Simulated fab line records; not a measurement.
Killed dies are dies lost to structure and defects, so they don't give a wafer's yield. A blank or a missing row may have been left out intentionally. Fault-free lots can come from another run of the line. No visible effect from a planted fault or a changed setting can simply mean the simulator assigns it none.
Which tool did it?	flow nand harc	6 lots with 18 wafers sampled at 2 steps, on a route of 1159 steps

WHAT EACH GAUGE READ, for each wafer
NHARC_A_BONDPAD_THK_MEAS_30: measures by ellipsometry.
lot	measured	on	thk nm (nm)
L211	day 18 17:41	film metro-01	200.1 200.9 198.3
L212	day 18 21:39	film metro-01	198.7 198.9 198.4
L214	day 19 18:47	film metro-02	200.9 200.5 201.1
L217	day 20 00:53	film metro-01	200.7 199.0 199.8
L224	day 21 15:04	film metro-01	196.2 201.3 199.8
L230	day 22 23:25	film metro-01	199.8 201.2 201.0

EACH LOT AND THE TOOL THAT RAN IT (in order: tool; ch and the chambers of the sampled wafers; start)
lot	NHARC_A_CONTACT_ETCH_78
L211	rie diel-03 ch 1,3, day 16 22:53
L212	rie diel-12 ch 0,1, day 17 14:17
L214	rie diel-11 ch 0,1,3, day 18 07:00
L217	rie diel-03 ch 1,2,3, day 18 22:04
L224	rie diel-03 ch 0,1,3, day 20 11:15
L230	rie diel-12 ch 0,1,3, day 21 21:09
- NHARC_A_CONTACT_ETCH_78: etches the open film in O2/COS, target depth 2800 nm, time 728 s.

THE ANSWER, worked out from the rows above alone
Rule: what is usual is taken from the lots themselves. The widest of any qualifying gaps counts: lots, ordered by their means at a reading, are off when they make up no more than a third of the lots, leave a main group of 4 or more, and stand apart from it by 3 or more times the standard deviation of that group's means. The tables above print the reading to a certain number of digits; a main group whose means all agree to those digits is not used. Also off: a lot with no number at a reading for which 4 or more lots have one. Where the step has rows for the other lots, those lots are counted as sound.
No lot is off on any of the readings shown, so nothing can be concluded from this.

WHAT THE SIMULATOR HAD PUT IN
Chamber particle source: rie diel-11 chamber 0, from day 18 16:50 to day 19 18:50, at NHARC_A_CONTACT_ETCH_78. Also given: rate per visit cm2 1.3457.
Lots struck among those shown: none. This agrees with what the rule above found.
